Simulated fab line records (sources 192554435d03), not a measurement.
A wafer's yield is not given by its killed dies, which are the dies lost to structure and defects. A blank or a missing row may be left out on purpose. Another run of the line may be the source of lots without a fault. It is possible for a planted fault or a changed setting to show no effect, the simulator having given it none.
Chamber matching -- flow n5Finfet -- N5_PASSIVATION_STRIP_48 on rieDiel-01 has 4 sister chambers
The step strips in O2. 8 wafers are shown with their chamber, then 7 later ones without.

WAFERS, EACH WITH ITS CHAMBER
wafer,chamber,showerheadPlenumPTorr (Torr),drypumpMotorCurrentA (A)
L074.2,2,2.13,6.2
L079.3,0,2.17,6.5
L088.3,1,1.96,5.9
L088.6,2,2.12,6.2
L091.3,0,2.16,6.5
L091.4,1,1.96,5.9
L094.2,3,2.07,6.2
L094.5,3,2.07,6.1

WAFERS WITH NO CHAMBER GIVEN
wafer,showerheadPlenumPTorr (Torr),drypumpMotorCurrentA (A)
L094.6,2.12,6.2
L093.1,2.12,6.2
L093.4,1.96,6.0
L093.5,1.96,5.9
L097.1,2.12,6.2
L097.2,2.16,6.5
L097.5,2.12,6.2

WHICH CHAMBER EACH ONE RAN IN
wafer,from the rows above,in truth
L094.6,2,2
L093.1,2,2
L093.4,1,1
L093.5,1,1
L097.1,2,2
L097.2,0,0
L097.5,2,2
Correct placement for 7 of the 7. Left unplaced by these rows: 0. Wrongly placed: 0.
How it was worked out, from the rows above alone: a wafer's distance from a chamber is the root of the sum, over the readings, of the square of ((its reading less the chamber's mean) divided by the reading's scatter). If the next closest chamber is less than 2 further off than the closest, the wafer can't be placed; otherwise it belongs to the closest. The mean given for a chamber averages the wafers shown for that chamber. The scatter: the root of (the sum of the squares of (reading less its chamber's mean) over the shown wafers, divided by (wafers less chambers)).
